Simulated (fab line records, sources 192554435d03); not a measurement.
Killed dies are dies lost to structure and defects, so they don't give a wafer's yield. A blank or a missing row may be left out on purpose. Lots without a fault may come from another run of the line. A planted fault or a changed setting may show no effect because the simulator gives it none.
Split-lot experiment | flow n5_finfet | 7 lots, 21 wafers read, on a route of 1938 steps

THE SPLIT
At N5_BEOL_M12_COAT_65 (time 60 s, resist thk 300 nm), the setting spin_rpm was moved away from the recipe's 1500 rpm on 5 of the 21 wafers read, by -7.7% to +7.9%. The other wafers ran this setting at the recipe's value.

The reading is taken at the split's own step.

THE READING
SOC_of_BEOL_M12_COAT_65.thk_nm (the simulator's own value, which no gauge read), in nm, at N5_BEOL_M12_COAT_65 (time 60 s, resist thk 300 nm). The file gives no usual value for it. The 16 wafers here that ran the recipe average 300.2 nm, standard deviation 0.93 nm.

wafer  | tool, chamber at the split | spin_rpm as run, rpm | against the recipe | SOC_of_BEOL_M12_COAT_65.thk_nm, nm | against lot-mates on the recipe
L083.1 | litho_track-03, 0          | 1500                 | recipe             | 299.4                              | -
L083.5 | litho_track-03, 0          | 1500                 | recipe             | 299.4                              | -
L083.3 | litho_track-03, 0          | 1500                 | recipe             | 300.4                              | -
L080.2 | litho_track-01, 0          | 1500                 | recipe             | 300.6                              | -
L080.4 | litho_track-01, 0          | 1500                 | recipe             | 300.6                              | -
L080.5 | litho_track-01, 0          | 1500                 | recipe             | 301.8                              | -
L079.1 | litho_track-03, 0          | 1618                 | +7.9%              | 288.2                              | -11.4
L079.4 | litho_track-03, 0          | 1618                 | +7.9%              | 288.2                              | -11.4
L079.3 | litho_track-03, 0          | 1500                 | recipe             | 299.6                              | -
L082.1 | litho_track-03, 0          | 1500                 | recipe             | 299.6                              | -
L082.5 | litho_track-03, 0          | 1500                 | recipe             | 300                                | -
L082.6 | litho_track-03, 0          | 1384                 | -7.7%              | 312                                | +12.2
L094.3 | litho_track-03, 0          | 1448                 | -3.5%              | 304.8                              | +5.6
L094.4 | litho_track-03, 0          | 1448                 | -3.5%              | 304.6                              | +5.4
L094.6 | litho_track-03, 0          | 1500                 | recipe             | 299.2                              | -
L092.2 | litho_track-03, 0          | 1500                 | recipe             | 298.8                              | -
L092.4 | litho_track-03, 0          | 1500                 | recipe             | 299.4                              | -
L092.5 | litho_track-03, 0          | 1500                 | recipe             | 299.6                              | -
L096.1 | litho_track-03, 0          | 1500                 | recipe             | 301.2                              | -
L096.4 | litho_track-03, 0          | 1500                 | recipe             | 301.4                              | -
L096.6 | litho_track-03, 0          | 1500                 | recipe             | 301.8                              | -

THE FIT
A straight line over all 21 wafers: SOC_of_BEOL_M12_COAT_65.thk_nm changes by -1.5 nm for each +1% of spin_rpm; r = -0.98; the points scatter about the line by 0.88 nm.
The same after taking each lot's own level away (the mean of its wafers on the recipe; 21 wafers): -1.5 nm for each +1%; r = -1.00; scatter 0.39 nm.
On that fit, the largest move of spin_rpm shifts the reading by 12 nm.
The lots' own levels span 299.20 to 301.47 nm, that is 2.4 times the standard deviation above.
So the lot-to-lot level changes the slope little: the two slopes agree.
Check: with one of the wafers moved furthest among these (+7.9%) left out of the fit, the line predicts -11.9 nm for it against its lot-mates. It came out at -11.4 nm against them.

OTHER SPLITS ON THESE WAFERS
These wafers also went through other splits before the reading. Each is held against what the fit with the lots' levels taken away leaves over:
other split on the same wafers | wafers away from the commonest value | r with SOC_of_BEOL_M12_COAT_65.thk_nm (lot level and that fit taken away)
N5_BEOL_M11_ETCH_41 time_s     | 8                                    | -0.20

THE FILE'S OWN FIT
SOC_of_BEOL_M12_COAT_65.thk_nm changes by -1.52 nm for each +1% of spin_rpm, r = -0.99.
